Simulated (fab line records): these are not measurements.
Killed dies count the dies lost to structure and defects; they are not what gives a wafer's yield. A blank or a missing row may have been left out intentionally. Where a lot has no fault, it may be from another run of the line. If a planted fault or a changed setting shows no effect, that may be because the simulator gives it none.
Split-lot experiment -- flow n5 finfet -- 21 wafers read from 7 lots, route of 1938 steps

SPLIT DETAILS
At N5_BEOL_M13_ILD_DEP_00 (deposits SiOC from DEMS/O2, target thk 837.92 nm, time 166.4 s), the setting time s was moved away from the recipe's 166.4 s on 5 of the 21 wafers read, by -6.0% to +10.6%. This setting was run at the recipe's value on the other wafers.

Between the split and the reading, the file records no step.

THE READING
M13_ILD_THK, in nm, at N5_BEOL_M13_THK_MEAS_01. Typical for fault-free wafers on this fab line: 841 nm, with standard deviation 11 nm.

wafer,"tool, chamber at the split","time s as run, s",against the recipe,"M13_ILD_THK, nm",against lot-mates on the recipe
L076.1,"pecvd-01, 0",166.4,recipe,828,-
L076.4,"pecvd-01, 1",173.9,+4.5%,893,+65
L076.5,"pecvd-01, 1",173.9,+4.5%,887,+59
L075.2,"pecvd-04, 1",166.4,recipe,832,-
L075.3,"pecvd-04, 2",166.4,recipe,823,-
L075.4,"pecvd-04, 2",166.4,recipe,833,-
L078.1,"pecvd-04, 2",166.4,recipe,812,-
L078.4,"pecvd-04, 1",166.4,recipe,844,-
L078.6,"pecvd-04, 2",166.4,recipe,834,-
L084.1,"pecvd-04, 1",156.4,-6.0%,800,-41
L084.2,"pecvd-04, 2",166.4,recipe,841,-
L084.5,"pecvd-04, 1",156.4,-6.0%,802,-39
L090.1,"pecvd-04, 2",166.4,recipe,838,-
L090.2,"pecvd-04, 1",166.4,recipe,842,-
L090.4,"pecvd-04, 1",166.4,recipe,838,-
L094.1,"pecvd-02, 2",166.4,recipe,836,-
L094.3,"pecvd-02, 1",184,+10.6%,938,+104
L094.5,"pecvd-02, 0",166.4,recipe,831,-
L095.1,"pecvd-01, 1",166.4,recipe,829,-
L095.2,"pecvd-01, 2",166.4,recipe,830,-
L095.6,"pecvd-01, 2",166.4,recipe,830,-

FIT RESULTS
A straight line over all 21 wafers: M13_ILD_THK changes by +8.81 nm for each +1% of time s; r = +0.94; the points scatter about the line by 11 nm.
The same after taking each lot's own level away (the mean of its wafers on the recipe; 21 wafers): +9.42 nm for each +1%; r = +0.96; scatter 9.4 nm.
On that fit, the largest move of time s shifts the reading by 1e+02 nm.
From 828.0 to 841.0 nm: that is the span of the lots' own levels, equal to 1.2 times the standard deviation above.
Hence the lot-to-lot level has little effect on the slope; both slopes agree.
Check: +102 nm against its lot-mates is what the line predicts for one of the wafers moved furthest among these (+10.6%) when that wafer is left out of the fit. It came out at +104 nm against them.

OTHER SPLITS APPLIED TO THESE WAFERS
These wafers also went through other splits before the reading. Each is held against what the fit with the lots' levels taken away leaves over:
other split on the same wafers,wafers away from the commonest value,r with M13_ILD_THK (lot level and that fit taken away)
N5_BEOL_M11_EXPOSE_08 dose mj,6,-0.18
N5_BEOL_M12_COAT_04 spin rpm,7,+0.40
N5_BEOL_M12_PEB_08 peb time s,4,+0.13

THE WHOLE CHAIN: every reading that the file lists as answering this split, in the file's order
step,what it does,reading,change (the file's fit),r (the file's)
N5_BEOL_M13_ILD_DEP_00,"deposits SiOC from DEMS/O2, target thk 837.92 nm, time 166.4 s","SiOC_of_BEOL_M13_ILD_DEP_00.thk nm (the simulator's own value, which no gauge read)",+9.62 nm for each +1% of the setting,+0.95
N5_BEOL_M13_THK_MEAS_01,,M13_ILD_THK,+9.66 for each +1% of the setting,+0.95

THE FILE'S OWN FIT
M13_ILD_THK changes by +9.66 nm for each +1% of time s, r = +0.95.
